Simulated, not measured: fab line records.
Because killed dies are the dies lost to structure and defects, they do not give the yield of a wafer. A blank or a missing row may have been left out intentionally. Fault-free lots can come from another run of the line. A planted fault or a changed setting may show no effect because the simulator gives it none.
Matching of chambers | flow nand-harc | 4 sister chambers for NHARC_P_CONTACT_ALD_22 on ald-metal-01
The step deposits TiN, target thk 3 nm, pulse time 1 s, ald cycles 150. 4 wafers are shown with their chamber, then 12 later ones without.

WAFERS WITH THEIR CHAMBER
wafer  | chamber | heater-power-w (W)
L090.6 | 1       | 920
L090.2 | 3       | 995
L090.4 | 2       | 1041
L090.5 | 0       | 858

WAFERS WHOSE CHAMBER IS MISSING
wafer  | heater-power-w (W)
L093.1 | 929
L093.2 | 878
L093.3 | 1031
L094.1 | 867
L094.4 | 1015
L094.6 | 1009
L095.2 | 842
L095.4 | 983
L095.6 | 930
L096.2 | 1021
L096.3 | 874
L096.5 | 874

CHAMBER TAKEN BY EACH
wafer  | from the rows above     | in truth
L093.1 | 1                       | 1
L093.2 | can't be placed: 0 or 1 | 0
L093.3 | can't be placed: 2 or 3 | 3
L094.1 | 0                       | 0
L094.4 | can't be placed: 3 or 2 | 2
L094.6 | can't be placed: 3 or 2 | 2
L095.2 | 0                       | 0
L095.4 | 3                       | 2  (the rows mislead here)
L095.6 | 1                       | 1
L096.2 | can't be placed: 2 or 3 | 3
L096.3 | 0                       | 0
L096.5 | 0                       | 0
Correctly placed: 6 of 12. Not placeable from these rows: 5 (in 5, the candidates include the true chamber). 1 placed wrongly.
How it was worked out, from the rows above alone: a wafer's distance from a chamber is the root of the sum, over the readings, of the square of ((its reading less the chamber's mean) divided by the reading's scatter). If the next closest chamber is less than 2 further off than the closest, the wafer can't be placed; otherwise it belongs to the closest. The mean given for a chamber averages the wafers shown for that chamber. The scatter: root of mean squared gap, hidden wafer to nearest shown wafer, with one shown wafer a chamber.
